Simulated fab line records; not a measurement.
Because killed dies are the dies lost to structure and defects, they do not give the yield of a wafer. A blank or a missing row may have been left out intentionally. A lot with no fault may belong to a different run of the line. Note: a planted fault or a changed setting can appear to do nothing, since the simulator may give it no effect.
fab line records	flow n5Finfet
[record] lots = 5	wafers = 15	lastDay = 18
route steps=1938 shown BEOL_M3@969 BEOL_M4@1111 PASSIVATION@1936
lots that met no fault: taken from a fault-free run of the same line
startH: hours from the record's opening day to when the first of the lot's shown wafers began	waitH: hours elapsed since this lot's preceding step	" repeats the value in the row above	L1.1+2: several wafers, shown together as one row	- either no value or no given start	* or withheld: withheld	< > ~ a bound
route shown NAME@n: a module of which the file shows steps, and the number in the route of the first	usual: mean and standard deviation over wafers with no fault	same: alike in all rows	chamber/n: place in a boat	sites: the reading at each site	_std_site: standard deviation of those values	_edge_site: mean of outer sites minus mean of inner sites	radiusMm: how far each site lies from the wafer's centre	mask NAME#n: copy n	behind: the last tool/chamber to shape the wafer	hold: the reason the lot was held/the length of the hold in hours/how it ended	device: whichever transistor did not switch (one of n, p or np)	end of line: the same wafers' tests at the end of the route	step lacking rows: just its recipe	killed: not the wafer's yield, but the dies lost to structure and defects at the first sort	map: shows each die of a wafer: x if killed, . if not, _ if none is there
set.NAME: setting as actually run; set.NAME@STEP: the setting as run at that earlier step	model.NAME: the simulator's own value behind a step, which no gauge read
certain route steps with their lots: each step a table, each wafer a row
services: the hour from which a tool's chamber was out of use, counted from the record's first day as startH (under 0 if before that day), plus the number of hours and why
[[steps]]
[step N5_BEOL_M3_DESCUM_33]
[recipe] chemistry = O2	timeS = 7	sourcePowerW = 50	biasPowerW = 20	pressureMtorr = 20	rfFrequencyHz = 2.712e+07	tempC = 40	resist = CAR-EUV	o2FlowSccm = 225
[step N5_BEOL_M3_ETCH_77]
[recipe] chemistry = N2/H2	target = underlayer	targetDepthA = 65	maskMaterial = CAR-EUV	timeS = 5.2	ionEnergyEv = 200	pressureMtorr = 30	sourceW = 840	biasW = 150	n2FlowSccm = 200	h2FlowSccm = 200	ends = cleared
[step N5_BEOL_M3_ETCH_69]
[recipe] chemistry = CF4	target = SiARC	targetDepthA = 156	maskMaterial = CAR-EUV	timeS = 26	ionEnergyEv = 80	pressureMtorr = 40	sourceW = 545	biasW = 36	Ar_flow_sccm = 100	cf4FlowSccm = 100	ends = cleared
[step N5_BEOL_M3_ALD_98]
[recipe] material = SiO2	targetThkA = 25	tempC = 100	aldPrecursorFamily = BDEAS	aldCoReactant = O2-plasma	pulseTimeS = 1	coReactantPulseTimeS = 1	purgeTimeS = 2	coReactantPurgeTimeS = 2	aldCycles = 17	pressureTorr = 2
[step N5_BEOL_M3_ETCHBACK_99]
[recipe] chemistry = CHF3	target = SiO2	targetDepthA = 50	timeS = 10.4	sourceW = 215	biasW = 47	Ar_flow_sccm = 200	CHF3_flow_sccm = 12	ionEnergyEv = 100	pressureMtorr = 30
[step N5_BEOL_M3_ETCH_70]
[recipe] chemistry = N2/H2	target = SOC	targetDepthA = 800	overetchA = 160	maskMaterial = SiARC	tempC = 40	timeS = 120	ionEnergyEv = 200	pressureMtorr = 30	sourceW = 840	biasW = 150	n2FlowSccm = 200	h2FlowSccm = 200
[step N5_BEOL_M3_STRIP_71]
[recipe] chemistry = N2/H2	tempC = 40	n2FlowSccm = 200	h2FlowSccm = 200	rfFrequencyHz = 6e+07
[step N5_BEOL_M3_STRIP_78]
[recipe] chemistry = N2/H2	tempC = 40	n2FlowSccm = 200	h2FlowSccm = 200	rfFrequencyHz = 6e+07
[step N5_BEOL_M3_VIA_ETCH_34]
[recipe] chemistry = C4F6/O2	targetDepthA = 694	maskMaterial = SOC	pressureMtorr = 15	ionEnergyEv = 250	taperDeg = 4	timeS = 65.9	sourceW = 350	biasW = 170	Ar_flow_sccm = 300	C4F6_flow_sccm = 10	O2_flow_sccm = 10
[step N5_BEOL_M3_STRIP_83]
[recipe] chemistry = C4F6/O2	resist = SiARC	rfFrequencyHz = 6e+07
[step N5_BEOL_M3_STRIP_36]
[recipe] chemistry = N2/H2	powerW = 450	tempC = 40	pressureMtorr = 20	rfFrequencyHz = 6e+07	overashFraction = 0.3	biasPowerW = 7	h2Frac = 0.5	n2FlowSccm = 200	h2FlowSccm = 200
[step N5_BEOL_M3_TRENCH_ETCH_37]
[recipe] chemistry = C4F6/O2	targetDepthA = 555.55	target = SiOC	timeS = 29.2	ionEnergyEv = 250	pressureMtorr = 30	sourceW = 355	biasW = 185	Ar_flow_sccm = 300	C4F6_flow_sccm = 10	O2_flow_sccm = 10
[usual] C4F6_flow_sccm = 10.00/0.031	O2_flow_sccm = 10.00/0.03	drypumpMotorCurrentA = 5.9/0.42	oesProductAu = 0.76/0.057	rfVppV = 666/4	showerheadPlenumPTorr = 2.87/0.075	throttleValvePct = 20.87/0.16
lot.wafer	tool	chamber	startH	waitH	C4F6_flow_sccm	O2_flow_sccm	drypumpMotorCurrentA	oesProductAu	rfHoursCounterH	rfVppV	showerheadPlenumPTorr	throttleValvePct	model.TiN_of_BEOL_M3_HM_DEP_02.thkNm
L209.2	rieDiel-05	0	167.86	-	9.96	9.96	5.2	0.80	82	665	2.88	21.15	18
L209.4	"	1	"	"	9.99	10.01	5.8	0.73	163	661	2.95	20.90	17.8
L209.6	"	3	"	"	10.03	10.02	5.7	0.87	-	671	3.00	20.83	17.8
L218.1	rieDiel-04	1	241.59	-	-	-	-	-	-	-	-	-	19.8
L218.2	"	2	"	"	-	-	-	-	-	-	-	-	19.8
L218.4	"	0	"	"	-	-	-	-	-	-	-	-	19.8
L219.2	rieDiel-04	0	244.96	-	-	-	-	-	-	-	-	-	20
L219.4	"	3	"	"	-	-	-	-	-	-	-	-	20
L219.6	"	2	"	"	-	-	-	-	-	-	-	-	20
L220.1	rieDiel-05	1	249.84	-	-	-	-	-	-	-	-	-	20
L220.2	"	3	"	"	-	-	-	-	-	-	-	-	20
L220.4	"	0	"	"	-	-	-	-	-	-	-	-	20.2
L227.2	rieDiel-03	1	305.63	-	10.00	9.96	6.1	0.85	68	663	2.76	20.69	17.8
L227.3	"	3	"	"	10.00	9.99	5.6	0.67	243	674	2.81	21.02	17.6
L227.4	"	0	"	"	9.97	10.00	6.3	0.71	238	663	2.80	20.88	17.8
[step N5_BEOL_M3_ETCH_41]
[recipe] chemistry = CH3F/O2	target = SiCN	targetDepthA = 299	taperDeg = 2	timeS = 52.5	ionEnergyEv = 120	maskMaterial = TiN	pressureMtorr = 30	sourceW = 395	biasW = 75	Ar_flow_sccm = 150	CH3F_flow_sccm = 30	O2_flow_sccm = 20
[step N5_BEOL_M3_STRIP_97]
[recipe] chemistry = N2/H2	timeS = 10	powerW = 450	tempC = 40	pressureMtorr = 20	rfFrequencyHz = 6e+07	biasPowerW = 7	n2FlowSccm = 200	h2FlowSccm = 200
[step N5_BEOL_M3_OCD_MEAS_38]
[usual] trenchDepthNm = 55.5/0.9
lot.wafer	tool	chamber	startH	waitH	trenchDepthNm
L209.2	ocd-02	-	168.01	-	55.7
L209.4	"	-	"	"	55.1
L209.6	"	-	"	"	57.3
L218.1	ocd-02	-	241.75	-	0
L218.2	"	-	"	"	0.1
L218.4	"	-	"	"	0.4
L219.2	ocd-01	-	245.12	-	0.0
L219.4	"	-	"	"	0
L219.6	"	-	"	"	0.1
L220.1	ocd-02	-	250.00	-	0.1
L220.2	"	-	"	"	0
L220.4	"	-	"	"	0
L227.2	ocd-01	-	305.79	-	56.9
L227.3	"	-	"	"	55.3
L227.4	"	-	"	"	55.4
[step N5_BEOL_M3_HM_STRIP_39]
[recipe] chemistry = peroxideTinStrip	material = TiN	targetDepthA = 250	tempC = 50	timeS = 158
[step N5_BEOL_M3_SRD_40]
[recipe] timeS = 30	tempC = 23	rinseLiquid = diw	dry = ipaMarangoni
[step N5_BEOL_M3_PRECLEAN_42]
[recipe] chemistry = residueRemover	timeS = 60	tempC = 40
[step N5_BEOL_M3_SRD_43]
[recipe] timeS = 30	tempC = 23	rinseLiquid = diw	dry = ipaMarangoni
[step N5_BEOL_M3_DEGAS_44]
[recipe] ambient = vacuum	tempC = 250	timeS = 60
[step N5_BEOL_M3_PRE_CLEAN_45]
[recipe] gas = H2/He	timeS = 30	tempC = 250
[step N5_BEOL_M3_ALD_84]
[recipe] material = TaN	targetThkA = *	tempC = 275	aldPrecursorFamily = PDMAT	aldCoReactant = NH3	pressureTorr = 3	carrierFlowSccm = 1500	pulseTimeS = 2	purgeTimeS = 3	coReactantPurgeTimeS = 2	coReactantPulseTimeS = 3	aldCycles = 30	precursorVesselTempC = 75	precursorVesselPressureTorr = 26.25	precursorVesselCarrierSccm = 1000
[step N5_BEOL_M3_SURFACE_TREAT_85]
[recipe] gas = Ar	timeS = *	ionEnergyEv = *	ionCurrentMaCm2 = 0.5	pressureMtorr = *	arFlowSccm = 30
[step N5_BEOL_M3_CVD_47]
[recipe] material = Co	targetThkA = 30	tempC = withheld	precursor = CCTBA/H2	pressureTorr = 30	timeS = 223.8
[step N5_BEOL_M3_SPUTTER_48]
[recipe] material = Cu	targetThkA = 45	tempC = -20	chamberPressurePa = 0.07	powerW = withheld	timeS = 8.29
[step N5_BEOL_M3_ANNEAL_49]
[recipe] tempC = 400	timeS = 240	ambient = vacuum
[step N5_BEOL_M3_SPUTTER_79]
[recipe] material = Cu	targetThkA = 45	tempC = -20	chamberPressurePa = 0.07	powerW = withheld	timeS = 8.29
[step N5_BEOL_M3_ANNEAL_80]
[recipe] tempC = 400	timeS = 240	ambient = vacuum
[step N5_BEOL_M3_SPUTTER_81]
[recipe] material = Cu	targetThkA = 45	tempC = -20	chamberPressurePa = 0.07	powerW = withheld	timeS = 8.29
[step N5_BEOL_M3_ANNEAL_82]
[recipe] tempC = 400	timeS = 240	ambient = vacuum
[step N5_BEOL_M3_SPUTTER_86]
[recipe] material = Cu	targetThkA = 45	tempC = -20	chamberPressurePa = 0.07	powerW = withheld	timeS = 8.29
[step N5_BEOL_M3_ANNEAL_87]
[recipe] tempC = 400	timeS = 240	ambient = vacuum
[step N5_BEOL_M3_SPUTTER_88]
[recipe] material = Cu	targetThkA = 45	tempC = -20	chamberPressurePa = 0.07	powerW = withheld	timeS = 8.29
[step N5_BEOL_M3_ANNEAL_89]
[recipe] tempC = 400	timeS = 240	ambient = vacuum
[step N5_BEOL_M3_SPUTTER_90]
[recipe] material = Cu	targetThkA = 45	tempC = -20	chamberPressurePa = 0.07	powerW = withheld	timeS = 8.29
[step N5_BEOL_M3_ANNEAL_91]
[recipe] tempC = 400	timeS = 240	ambient = vacuum
[step N5_BEOL_M3_SPUTTER_92]
[recipe] material = Cu	targetThkA = 45	tempC = -20	chamberPressurePa = 0.07	powerW = withheld	timeS = 8.29
[step N5_BEOL_M3_ANNEAL_93]
[recipe] tempC = 400	timeS = 240	ambient = vacuum
[step N5_BEOL_M3_SPUTTER_94]
[recipe] material = Cu	targetThkA = 45	tempC = -20	chamberPressurePa = 0.07	powerW = withheld	timeS = 8.29
[step N5_BEOL_M3_ANNEAL_95]
[recipe] tempC = 400	timeS = 240	ambient = vacuum
[step N5_BEOL_M3_CMP_52]
[recipe] stopOn = SiOC	tOverpolishS = 6.8	downForcePsi = 1	platenRpm = 50	clearingPlatenDownForcePsi = 1.5	clearingPlatenRpm = 50	postCmpClean = cuAlkaline	targetThkNm = 40	clearingPlatenPadVelocityMS = 0.99484	padVelocityMS = 0.99484
[usual] motorCurrentA = 6.2/0.5	padLifeWafers = 1010/530
lot.wafer	tool	chamber	startH	waitH	motorCurrentA	padLifeWafers	model.Cu_of_BEOL_M3_ECD_50.thkNm
L209.2	cmp-03	2	172.35	0.2	5.9	691	40.2
L209.4	"	3	"	"	6.6	692	40.8
L209.6	"	1	"	"	6.8	-	39.8
L218.4	cmp-03	0	244.91	0.1	5.7	1332	0.2
L218.1	"	1	"	"	6.9	1333	0
L218.2	"	3	"	"	6.7	1335	0
L219.4	cmp-02	3	251.12	0.7	6.5	1183	0
L219.2	"	0	"	"	6.3	1184	0
L219.6	"	2	"	"	5.4	-	0
L220.4	cmp-03	3	253.83	0.1	6.7	1428	0
L220.2	"	0	"	"	5.7	1429	0
L220.1	"	2	"	"	5.8	1431	0
L227.2	cmp-03	3	309.45	0.2	6.7	1920	38.2
L227.4	"	0	"	"	5.7	1921	40.4
L227.3	"	1	"	"	6.7	1922	38
[step N5_BEOL_M4_RC_MEAS_101]
[usual] DIBL_N = 36.1/1.3	DIBL_P = 36.1/1.7	IOFF_N = 0.154/0.022	IOFF_P = 0.201/0.024	ION_N = 675/8.9	ION_P = 462/5.9	SS_N = 71.5/0.49	SS_P = 73.3/0.58	VT_N = 250.0/2.7	VT_P = -251.3/2.7
lot.wafer	tool	chamber	startH	waitH	DIBL_N[mV/V]	DIBL_P[mV/V]	IOFF_N[nA/um]	IOFF_P[nA/um]	ION_N[uA/um]	ION_P[uA/um]	SS_N[mV/dec]	SS_P[mV/dec]	VT_N[mV]	VT_P[mV]
L209.2	prober-01	0	187.70	0.2	37.1	38.5	0.202	0.253	691	470	71.3	73.7	244.6	-247.1
L209.4	"	0	"	"	34.2	35.0	0.140	0.193	679	466	71.2	73.2	252.5	-251.1
L209.6	"	0	"	"	34.3	35.0	0.144	0.188	676	458	70.8	72.9	249.4	-250.9
L227.2	prober-02	0	319.63	0.2	36.8	37.9	0.169	0.246	676	468	71.5	73.4	249.1	-245.1
L227.3	"	0	"	"	36.7	37.0	0.156	0.218	673	466	72.0	73.1	247.2	-247.4
L227.4	"	0	"	"	37.7	38.4	0.179	0.248	690	475	71.6	74.0	244.3	-248.4
[step N5_PASSIVATION_PROBE_49]
[usual] defectLimitedYield = 90.9/1.3	killed_at_M0_to_M3 = 35/10	killed_at_M4_up = 15/5.7	killedAtContacts = 14/6.4	killedAtFrontEnd = 40/11	killedAtOther = 4/3.1	killedDies = 108/16	killedOnRim = 14/3.6	killedOpen = 71/11	killedShort = 34/7.7	sort_bin_5_function = 5.4/0.9	sort_bin_6_memory = 3.4/0.61	sortNPass = 1072/16	sortYieldPct = 90.9/1.3
[same] grossDies = 1180	killedAtBackSide = 0	sort_bin_4_leakage[%] = 0	sort_bin_8_speed[%] = 0
lot.wafer	tool	chamber	startH	waitH	defectLimitedYield[%]	killed_at_M0_to_M3	killed_at_M4_up	killedAtContacts	killedAtFrontEnd	killedAtOther	killedDies	killedOnRim	killedOpen	killedShort	sort_bin_5_function[%]	sort_bin_6_memory[%]	sortNPass	sortYieldPct[%]
L218.1	prober-01	-	364.16	0.0	0	1110	16	10	44	0	1180	152	75	36	96.1	3.1	0	0
L218.2	prober-01	-	364.21	0.1	0	1106	15	5	46	8	1180	152	64	36	96.9	2.8	0	0
L218.4	prober-01	-	364.31	0.2	0	1115	10	8	42	5	1180	152	72	29	96.8	2.7	0	0
L219.2	prober-02	-	373.13	0.1	0	1109	16	15	35	5	1180	152	73	25	96.5	3.1	0	0
L219.4	prober-02	-	373.23	0.2	0	1098	13	23	44	2	1180	152	71	27	95.9	3.7	0	0
L219.6	prober-02	-	373.33	0.3	0	1124	13	11	28	4	1180	152	54	33	96.7	3.2	0	0
L220.1	prober-01	-	375.05	0.0	0	1146	4	9	19	2	1180	152	56	18	97.0	2.7	0	0
L220.2	prober-01	-	375.10	0.1	0	1120	12	5	40	3	1180	152	62	31	96.6	2.9	0	0
L220.4	prober-01	-	375.20	0.2	0	1128	8	10	32	2	1180	152	61	24	96.9	3.1	0	0
// killed by level:class
L218.1 BEOL_M3:areaEtch=1062 BEOL_M0_SAQP:geometricParticle:open=22 FIN_SAQP:geometricParticle:open=13 BEOL_M0_SAQP:geometricParticle:short=13 MOL_CONTACT_COAG:geometricParticle:open=7 HKMG_FIN:areaEtch=7 STI_FIN_REVEAL:geometricParticle:open=6 BEOL_M4:geometricParticle:open=6
L218.2 BEOL_M3:areaEtch=1080 FIN_SAQP:geometricParticle:open=13 FIN_SAQP:geometricParticle:short=10 BEOL_M0_SAQP:geometricParticle:open=7 BEOL_M3:geometricParticle:open=6 MOL_CONTACT_COAG:geometricParticle:open=5 BEOL_M4:geometricParticle:open=5 SPACER0:geometricParticle:short=4
L218.4 BEOL_M3:areaEtch=1079 STI_FIN_REVEAL:geometricParticle:open=10 BEOL_M3:geometricParticle:open=10 BEOL_M2:geometricParticle:open=8 FIN_SAQP:geometricParticle:open=7 BEOL_M0_SAQP:geometricParticle:open=7 FIN_SAQP:geometricParticle:short=6 MOL_CONTACT_COAG:geometricParticle:open=5
L219.2 BEOL_M3:areaEtch=1082 BEOL_M4:geometricParticle:open=11 MOL_CONTACT_COAG:geometricParticle:open=11 STI_FIN_REVEAL:geometricParticle:open=10 BEOL_M2:geometricParticle:open=7 BEOL_M0_SAQP:geometricParticle:open=6 MOL_CONTACT_COAG:geometricParticle:short=4 BEOL_M1:geometricParticle:open=4
L219.4 BEOL_M3:areaEtch=1079 MOL_CONTACT_COAG:geometricParticle:open=21 STI_FIN_REVEAL:geometricParticle:open=12 FIN_SAQP:geometricParticle:short=7 ILD0:geometricParticle:open=6 BEOL_M2:geometricParticle:open=6 ILD0:geometricParticle:short=5 BEOL_M1:geometricParticle:open=5
L219.6 BEOL_M3:areaEtch=1092 MOL_CONTACT_COAG:geometricParticle:open=9 BEOL_M1:geometricParticle:open=9 BEOL_M0_SAQP:geometricParticle:short=8 FIN_SAQP:geometricParticle:short=5 BEOL_M0_SAQP:geometricParticle:open=5 GATE_CUT:geometricParticle:short=4 BEOL_M2:geometricParticle:open=4
L220.1 BEOL_M3:areaEtch=1104 BEOL_M3:geometricParticle:open=15 BEOL_M2:geometricParticle:open=10 BEOL_M1:geometricParticle:open=8 MOL_CONTACT_COAG:geometricParticle:open=5 MOL_CONTACT_COAG:geometricParticle:short=3 STARTING-WAFER:geometricParticle:short=3 STARTING-WAFER:geometricParticle:open=3
L220.2 BEOL_M3:areaEtch=1086 DUMMY_GATE:geometricParticle:open=8 BEOL_M3:geometricParticle:open=8 STI_FIN_REVEAL:geometricParticle:open=7 BEOL_M0_SAQP:geometricParticle:open=7 BEOL_M0_SAQP:geometricParticle:short=7 FIN_SAQP:geometricParticle:open=6 MOL_CONTACT_COAG:geometricParticle:open=5
L220.4 BEOL_M3:areaEtch=1094 BEOL_M3:geometricParticle:open=10 DUMMY_GATE:geometricParticle:open=9 MOL_CONTACT_COAG:geometricParticle:open=7 BEOL_M1:geometricParticle:open=7 BEOL_M0_SAQP:geometricParticle:open=6 FIN_SAQP:geometricParticle:open=5 FIN_SAQP:geometricParticle:short=4
// map L218.1 (x killed, . not)
_________________xxxxxxxxxxxx________________
______________xxxxxxxxxxxxxxxxxx_____________
___________xxxxxxxxxxxxxxxxxxxxxxxx__________
__________xxxxxxxxxxxxxxxxxxxxxxxxxx_________
________xxxxxxxxxxxxxxxxxxxxxxxxxxxxxx_______
_______xxxxxxxxxxxxxxxxxxxxxxxxxxxxxxxx______
______xxxxxxxxxxxxxxxxxxxxxxxxxxxxxxxxxx_____
_____xxxxxxxxxxxxxxxxxxxxxxxxxxxxxxxxxxxx____
____xxxxxxxxxxxxxxxxxxxxxxxxxxxxxxxxxxxxxx___
___xxxxxxxxxxxxxxxxxxxxxxxxxxxxxxxxxxxxxxxx__
___xxxxxxxxxxxxxxxxxxxxxxxxxxxxxxxxxxxxxxxx__
__xxxxxxxxxxxxxxxxxxxxxxxxxxxxxxxxxxxxxxxxxx_
__xxxxxxxxxxxxxxxxxxxxxxxxxxxxxxxxxxxxxxxxxx_
_xxxxxxxxxxxxxxxxxxxxxxxxxxxxxxxxxxxxxxxxxxxx
_xxxxxxxxxxxxxxxxxxxxxxxxxxxxxxxxxxxxxxxxxxxx
_xxxxxxxxxxxxxxxxxxxxxxxxxxxxxxxxxxxxxxxxxxxx
_xxxxxxxxxxxxxxxxxxxxxxxxxxxxxxxxxxxxxxxxxxxx
_xxxxxxxxxxxxxxxxxxxxxxxxxxxxxxxxxxxxxxxxxxxx
_xxxxxxxxxxxxxxxxxxxxxxxxxxxxxxxxxxxxxxxxxxxx
_xxxxxxxxxxxxxxxxxxxxxxxxxxxxxxxxxxxxxxxxxxxx
_xxxxxxxxxxxxxxxxxxxxxxxxxxxxxxxxxxxxxxxxxxxx
__xxxxxxxxxxxxxxxxxxxxxxxxxxxxxxxxxxxxxxxxxx_
__xxxxxxxxxxxxxxxxxxxxxxxxxxxxxxxxxxxxxxxxxx_
___xxxxxxxxxxxxxxxxxxxxxxxxxxxxxxxxxxxxxxxx__
___xxxxxxxxxxxxxxxxxxxxxxxxxxxxxxxxxxxxxxxx__
____xxxxxxxxxxxxxxxxxxxxxxxxxxxxxxxxxxxxxx___
_____xxxxxxxxxxxxxxxxxxxxxxxxxxxxxxxxxxxx____
______xxxxxxxxxxxxxxxxxxxxxxxxxxxxxxxxxx_____
_______xxxxxxxxxxxxxxxxxxxxxxxxxxxxxxxx______
________xxxxxxxxxxxxxxxxxxxxxxxxxxxxxx_______
__________xxxxxxxxxxxxxxxxxxxxxxxxxx_________
___________xxxxxxxxxxxxxxxxxxxxxxxx__________
______________xxxxxxxxxxxxxxxxxx_____________
_________________xxxxxxxxxxxx________________
// map L219.2 (x killed, . not)
_________________xxxxxxxxxxxx________________
______________xxxxxxxxxxxxxxxxxx_____________
___________xxxxxxxxxxxxxxxxxxxxxxxx__________
__________xxxxxxxxxxxxxxxxxxxxxxxxxx_________
________xxxxxxxxxxxxxxxxxxxxxxxxxxxxxx_______
_______xxxxxxxxxxxxxxxxxxxxxxxxxxxxxxxx______
______xxxxxxxxxxxxxxxxxxxxxxxxxxxxxxxxxx_____
_____xxxxxxxxxxxxxxxxxxxxxxxxxxxxxxxxxxxx____
____xxxxxxxxxxxxxxxxxxxxxxxxxxxxxxxxxxxxxx___
___xxxxxxxxxxxxxxxxxxxxxxxxxxxxxxxxxxxxxxxx__
___xxxxxxxxxxxxxxxxxxxxxxxxxxxxxxxxxxxxxxxx__
__xxxxxxxxxxxxxxxxxxxxxxxxxxxxxxxxxxxxxxxxxx_
__xxxxxxxxxxxxxxxxxxxxxxxxxxxxxxxxxxxxxxxxxx_
_xxxxxxxxxxxxxxxxxxxxxxxxxxxxxxxxxxxxxxxxxxxx
_xxxxxxxxxxxxxxxxxxxxxxxxxxxxxxxxxxxxxxxxxxxx
_xxxxxxxxxxxxxxxxxxxxxxxxxxxxxxxxxxxxxxxxxxxx
_xxxxxxxxxxxxxxxxxxxxxxxxxxxxxxxxxxxxxxxxxxxx
_xxxxxxxxxxxxxxxxxxxxxxxxxxxxxxxxxxxxxxxxxxxx
_xxxxxxxxxxxxxxxxxxxxxxxxxxxxxxxxxxxxxxxxxxxx
_xxxxxxxxxxxxxxxxxxxxxxxxxxxxxxxxxxxxxxxxxxxx
_xxxxxxxxxxxxxxxxxxxxxxxxxxxxxxxxxxxxxxxxxxxx
__xxxxxxxxxxxxxxxxxxxxxxxxxxxxxxxxxxxxxxxxxx_
__xxxxxxxxxxxxxxxxxxxxxxxxxxxxxxxxxxxxxxxxxx_
___xxxxxxxxxxxxxxxxxxxxxxxxxxxxxxxxxxxxxxxx__
___xxxxxxxxxxxxxxxxxxxxxxxxxxxxxxxxxxxxxxxx__
____xxxxxxxxxxxxxxxxxxxxxxxxxxxxxxxxxxxxxx___
_____xxxxxxxxxxxxxxxxxxxxxxxxxxxxxxxxxxxx____
______xxxxxxxxxxxxxxxxxxxxxxxxxxxxxxxxxx_____
_______xxxxxxxxxxxxxxxxxxxxxxxxxxxxxxxx______
________xxxxxxxxxxxxxxxxxxxxxxxxxxxxxx_______
__________xxxxxxxxxxxxxxxxxxxxxxxxxx_________
___________xxxxxxxxxxxxxxxxxxxxxxxx__________
______________xxxxxxxxxxxxxxxxxx_____________
_________________xxxxxxxxxxxx________________
[[services]]
tool	chamber	startH	hours	kind
cmp-02	-	152.35	3.2	pm
cmp-02	-	170.30	4.3	repair
cmp-02	-	190.68	1.4	repair
cmp-02	-	209.16	2.0	repair
rieDiel-03	1	235.73	2.8	repair
cmp-02	-	241.38	6.9	pm
cmp-03	-	249.33	2.6	repair
rieDiel-03	-	252.66	2.8	pm
cmp-02	-	256.49	35.2	repair
rieDiel-04	3	264.39	11.2	repair
cmp-03	-	264.99	0.5	repair
cmp-03	-	280.06	2.3	repair
rieDiel-04	0	290.08	9.8	repair
cmp-03	-	299.39	2.2	repair
rieDiel-03	3	308.45	5.8	repair
[[key]]
[firstSign] step = N5_BEOL_M3_TRENCH_ETCH_37	reading = toolRecord	direction = missing
[effect] step = N5_BEOL_M3_OCD_MEAS_38	reading = trenchDepthNm	direction = down	sigmas = 61	usual = 55.5	struck = 0.1
[effect] step = N5_PASSIVATION_PROBE_49	reading = killed_at_M0_to_M3	direction = up	sigmas = 99+	usual = 35	struck = 1117
[modelEffect] step = N5_BEOL_M3_TRENCH_ETCH_37	value = TiN_of_BEOL_M3_HM_DEP_02.thkNm	without = 17.64	struck = 19.96
[modelEffect] step = N5_BEOL_M3_CMP_52	value = Cu_of_BEOL_M3_ECD_50.thkNm	without = 38.27	struck = 0.02222
[moreKillsBornAt] N5_BEOL_M3_TRENCH_ETCH_37@rieDiel-04 = 6474	N5_BEOL_M3_TRENCH_ETCH_37@rieDiel-05 = 3284
metAt N5_BEOL_M3_TRENCH_ETCH_37
struckWafers L218.1,L218.2,L218.4,L219.2,L219.4,L219.6,L220.1,L220.2,L220.4
laterRowsLeftOut L218.1,L218.2,L218.4,L219.2,L219.4,L219.6,L220.1,L220.2,L220.4
onsetBetween 167.86 241.59
[fault] kind = skippedStepWhole	tool = rieDiel-04,rieDiel-05	chamber = -	onsetH = 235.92	steps = N5_BEOL_M3_TRENCH_ETCH_37	scope = struckLotsOnly
// laterRowsLeftOut: the simulator's readings of these wafers behind a module that went badly wrong aren't trusted and aren't shown, but for the sort
